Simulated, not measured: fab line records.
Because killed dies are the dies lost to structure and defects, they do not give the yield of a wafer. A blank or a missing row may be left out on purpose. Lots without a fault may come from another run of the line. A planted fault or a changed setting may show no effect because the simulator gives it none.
Lot-split experiment    flow n5 finfet    21 wafers read across 7 lots, on a route 1938 steps long

== THE SPLIT ITSELF ==
At N5_MIM_TOP_SPUTTER_03 (material TiN, target thk 35 nm, time 89.7 s), the setting power w was moved away from the recipe's 3000 W on 10 of the 21 wafers read, by -13.1% to +15.9%. The other wafers ran this setting at the recipe's value.

The reading comes from the split's own step.

== THE READING ==
TiN_of_MIM_TOP_SPUTTER_03.thk nm (the simulator's own value, which no gauge read), in nm, at N5_MIM_TOP_SPUTTER_03 (material TiN, target thk 35 nm, time 89.7 s). The file does not state a usual value for it. Here, 11 wafers ran the recipe; their average is 35.1 nm with a standard deviation of 0.4 nm.

wafer   tool, chamber at the split  power w as run, W  against the recipe  TiN_of_MIM_TOP_SPUTTER_03.thk nm, nm  against lot-mates on the recipe
L079.1  pvd sputter-01, -           3477               +15.9%              41.2                                  no lot-mate on the recipe
L079.4  pvd sputter-01, -           3477               +15.9%              41.6                                  no lot-mate on the recipe
L079.5  pvd sputter-01, -           3477               +15.9%              41.4                                  no lot-mate on the recipe
L081.2  pvd sputter-01, -           3000               recipe              35.6                                  -
L081.3  pvd sputter-01, -           3280               +9.3%               38.6                                  +3.0
L081.6  pvd sputter-01, -           3280               +9.3%               38.4                                  +2.8
L083.1  pvd sputter-02, -           2644               -11.9%              30.8                                  -4.4
L083.3  pvd sputter-02, -           3000               recipe              35.2                                  -
L083.5  pvd sputter-02, -           3000               recipe              35.2                                  -
L090.1  pvd sputter-01, -           3000               recipe              35.4                                  -
L090.5  pvd sputter-01, -           2607               -13.1%              30.8                                  -4.6
L090.6  pvd sputter-01, -           2607               -13.1%              30.6                                  -4.8
L091.1  pvd sputter-03, -           3403               +13.4%              39.2                                  +4.5
L091.2  pvd sputter-03, -           3000               recipe              34.6                                  -
L091.5  pvd sputter-03, -           3000               recipe              34.8                                  -
L086.3  pvd sputter-02, -           3272               +9.1%               38                                    +3.5
L086.5  pvd sputter-02, -           3000               recipe              34.4                                  -
L086.6  pvd sputter-02, -           3000               recipe              34.6                                  -
L092.4  pvd sputter-03, -           3000               recipe              35.4                                  -
L092.5  pvd sputter-03, -           3000               recipe              35.6                                  -
L092.6  pvd sputter-03, -           3000               recipe              35.2                                  -

FIT RESULTS
A straight line over all 21 wafers: TiN_of_MIM_TOP_SPUTTER_03.thk nm changes by +0.363 nm for each +1% of power w; r = +0.99; the points scatter about the line by 0.44 nm.
The same after taking each lot's own level away (the mean of its wafers on the recipe; 18 wafers): +0.349 nm for each +1%; r = +1.00; scatter 0.19 nm.
Per that fit: largest power w move, reading shift of 5.6 nm.
The lots' own levels span 34.50 to 35.60 nm, that is 2.7 times the standard deviation above.
The two slopes are in agreement: the lot-to-lot level therefore moves the slope only a little.
Check: with one of the wafers moved furthest among these (+13.4%) left out of the fit, the line predicts +4.68 nm for it against its lot-mates. Against them it came out at +4.5 nm.

== FURTHER SPLITS ON THESE WAFERS ==
Other splits were also applied to these wafers ahead of the reading. Each is held against what the fit with the lots' levels taken away leaves over:
other split on the same wafers         wafers away from the commonest value  r with TiN_of_MIM_TOP_SPUTTER_03.thk nm (lot level and that fit taken away)
N5_BEOL_M14_DEVELOP_27 develop time s  7                                     +0.14
N5_BEOL_M14_SPUTTER_43 power w         3                                     +0.18

== THE FILE'S OWN FIT ==
TiN_of_MIM_TOP_SPUTTER_03.thk nm changes by +0.352 nm for each +1% of power w, r = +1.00.
